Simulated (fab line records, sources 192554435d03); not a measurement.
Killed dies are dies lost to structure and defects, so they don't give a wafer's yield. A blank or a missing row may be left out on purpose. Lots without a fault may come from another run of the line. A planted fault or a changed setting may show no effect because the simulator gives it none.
Which tool did it? | flow n5_finfet | 12 lots, 36 wafers sampled, at 2 steps of a route of 1938

WHAT THE GAUGES READ, wafer by wafer
N5_BEOL_M1_CD_MEAS_35: target cd 18 nm, target cd y 21 nm.
lot  | measured     | on        | cd_nm (nm)
L075 | day 6 17:29  | cd_sem-02 | 18.1 18.8 18.0
L077 | day 6 23:13  | cd_sem-01 | 18.1 18.1 18.0
L079 | day 7 09:11  | cd_sem-01 | 17.9 17.9 18.5
L081 | day 8 01:35  | cd_sem-03 | 18.1 18.0 17.6
L083 | day 8 08:22  | cd_sem-01 | 17.5 18.0 17.1
L085 | day 9 06:43  | cd_sem-02 | 19.0 18.2 18.3
L086 | day 9 09:23  | cd_sem-01 | 17.9 18.1 17.7
L089 | day 9 21:44  | cd_sem-02 | 18.0 18.2 18.2
L091 | day 10 14:11 | cd_sem-02 | 18.2 18.4 17.9
L093 | day 10 20:29 | cd_sem-02 | 17.9 18.7 18.9
L094 | day 11 16:20 | cd_sem-01 | 17.3 18.5 17.4
L097 | day 11 22:04 | cd_sem-02 | 18.1 17.9 18.2

WHICH TOOL RAN EACH LOT (tool, then ch and the chambers of the sampled wafers, then the start)
lot  | N5_BEOL_M1_STRIP_97
L075 | rie_diel-05 ch 0,2,3, day 6 17:29 or earlier
L077 | rie_diel-03 ch 1,2,3, day 6 23:13 or earlier
L079 | rie_diel-03 ch 1,2,3, day 7 09:11 or earlier
L081 | rie_diel-04 ch 0,1,3, day 8 01:35 or earlier
L083 | rie_diel-05 ch 0,2,3, day 8 08:22 or earlier
L085 | rie_diel-05 ch 2,3, day 9 06:43 or earlier
L086 | rie_diel-04 ch 1,2, day 9 09:23 or earlier
L089 | rie_diel-05 ch 0,3, day 9 21:44 or earlier
L091 | rie_diel-04 ch 1,2, day 10 14:11 or earlier
L093 | rie_diel-04 ch 0,1,3, day 10 20:29 or earlier
L094 | rie_diel-03 ch 0,1,3, day 11 16:20 or earlier
L097 | rie_diel-04 ch 1,2,3, day 11 22:04 or earlier
- N5_BEOL_M1_STRIP_97: strips in N2/H2, time 10 s.

THE ANSWER, worked out from the rows above alone
Rule: what is usual is taken from the lots themselves. Put in order of their means at a reading, lots are off if they are a third of the lots or fewer, leave a main group of 4 or more, and stand apart from it by a gap of 3 or more times the standard deviation of the main group's means; of several such gaps the widest counts. A main group whose means are all the same, to the digits that the tables above print for the reading, isn't used. A lot without any number at a reading at which 4 lots or more have one is off too. The other lots that the step has rows for count as sound.
No lot is off at any reading shown: from this, nothing can be told.

WHAT THE SIMULATOR HAD PUT IN
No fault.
